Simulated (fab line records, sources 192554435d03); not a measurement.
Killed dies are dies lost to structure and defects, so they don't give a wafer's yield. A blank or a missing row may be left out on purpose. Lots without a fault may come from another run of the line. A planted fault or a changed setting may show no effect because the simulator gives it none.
A struck lot beside a sound one | flow n5_finfet | 20 steps out of a route of 1938
Sound: wafers L380.2, L380.3, L380.4. Struck: wafers L379.1, L379.2, L379.3. The cause comes at the end.
At each step with rows: each side's tool, then ch and its chambers, then its first start. Under that, the readings that differ: sound wafers | struck wafers | difference of the means | sigmas: that difference in standard deviations of wafers without a fault.
alike: readings whose means differ by less than 2 such deviations, and words and numbers that are the same on both sides. not compared: withheld readings, readings that some wafer has no value for, bounds like >300 that may hide the same value, and numbers for which the record gives no deviation and whose values overlap.
The two part at a step that has a row with sigmas, a row that says differs or no value, or rows on one side only. Numbers that don't overlap but have no deviation are shown without sigmas and don't part them. A reading that every wafer of one side lacks parts them only if that side has two wafers or more.

N5_BEOL_M12_ETCH_59: etches BARC in N2/H2, target depth 89 nm, overetch 26.7 nm, time 67.9 s.
  sound on rie_diel-03 ch 1,2,3, day 16 15:02; struck on rie_diel-05 ch 0,1,3, day 16 05:37
  alike: drypump_motor_current_A, oes_product_au, rf_vpp_V, showerhead_plenum_p_Torr, throttle_valve_pct
  not compared: rf_hours_counter_h
N5_BEOL_M12_VIA_ETCH_16: etches SiOC in C4F8/O2/Ar, target depth 724.8 nm.
  sound on rie_diel-03 ch 1,2,3, day 16 15:05; struck on rie_diel-05 ch 0,1,3, day 16 05:40
  alike: drypump_motor_current_A, he_inner_torr, oes_product_au, rf_vpp_V, showerhead_plenum_p_Torr, throttle_valve_pct
N5_BEOL_M12_STRIP_63: strips in N2/H2.
  sound on plasma_asher-01 ch 0,1, day 16 15:17; struck on plasma_asher-02 ch 0,1, day 16 05:52
  alike: drypump_motor_current_A, heater_power_w, oes_product_au, strip_time_to_endpoint_s
  not compared: rf_hours_counter_h
N5_BEOL_M12_STRIP_64: strips in N2/H2.
  sound on plasma_asher-01 ch 0,1, day 16 15:21; struck on plasma_asher-02 ch 0,1, day 16 05:56
  alike: drypump_motor_current_A, heater_power_w, oes_product_au, strip_time_to_endpoint_s
  not compared: rf_hours_counter_h
then, 2 steps without rows for these wafers: N5_BEOL_M12_STRIP_71 (strips in post etch residue remover, time 60 s); N5_BEOL_M12_SRD_72 (time 30 s, dry time 30 s).
N5_BEOL_M12_CD_MEAS_17: target cd 140 nm.
  sound on cd_sem-03, day 16 15:30; struck on cd_sem-02, day 16 06:05
  alike: cd_nm
then, 5 steps without rows for these wafers: N5_BEOL_M12_COAT_65 (time 60 s, resist thk 300 nm); N5_BEOL_M12_COAT_66 (time 60 s, resist thk 110 nm); N5_BEOL_M12_COAT_22 (resist thk 300 nm); N5_BEOL_M12_EBR_24; N5_BEOL_M12_SOFTBAKE_23 (time 60 s).
N5_BEOL_M12_EXPOSE_25: exposes mask M12.
  sound on krf_scanner-01 ch 0, day 16 15:47; struck on krf_scanner-02 ch 0, day 16 06:14
  reading                          | sound          | struck         | difference | sigmas
  model.BEOL_M12.overlay_x_nm (nm) | -2.8 -2.8 -2.8 | 32.6 32.6 32.6 | +35.4      |
  alike: mask
then, 3 steps without rows for these wafers: N5_BEOL_M12_PEB_26 (peb time 90 s); N5_BEOL_M12_DEVELOP_27 (develop time 45 s); N5_BEOL_M12_HARDBAKE_32 (time 120 s).
N5_BEOL_M12_CD_MEAS_28: target cd 160.2 nm.
  sound on cd_sem-01 ch 0, day 16 15:57; struck on cd_sem-03 ch 0, day 16 06:25
  alike: cd_nm
N5_BEOL_M12_OVL_MEAS_29:
  sound on overlay-01 ch 0, day 16 15:59; struck on overlay-01 ch 0, day 16 06:26
  reading      | sound   | struck   | difference | sigmas
  M12_OVL (nm) | -5 1 -5 | 27 30 30 | +32        | +7
N5_BEOL_M12_INSPECT_30: inspects for defects (macro).
  sound on defect_inspect-02, day 16 16:00; struck on defect_inspect-02, day 16 06:28
  alike: raw_defect_count
N5_PASSIVATION_PROBE_49:
  the record has rows for the sound wafers here (prober-01, day 17 23:17) and none for the struck ones

WHERE THEY PART
First at N5_BEOL_M12_OVL_MEAS_29; last, within this record, at N5_PASSIVATION_PROBE_49.

WHY: what the simulator had put in
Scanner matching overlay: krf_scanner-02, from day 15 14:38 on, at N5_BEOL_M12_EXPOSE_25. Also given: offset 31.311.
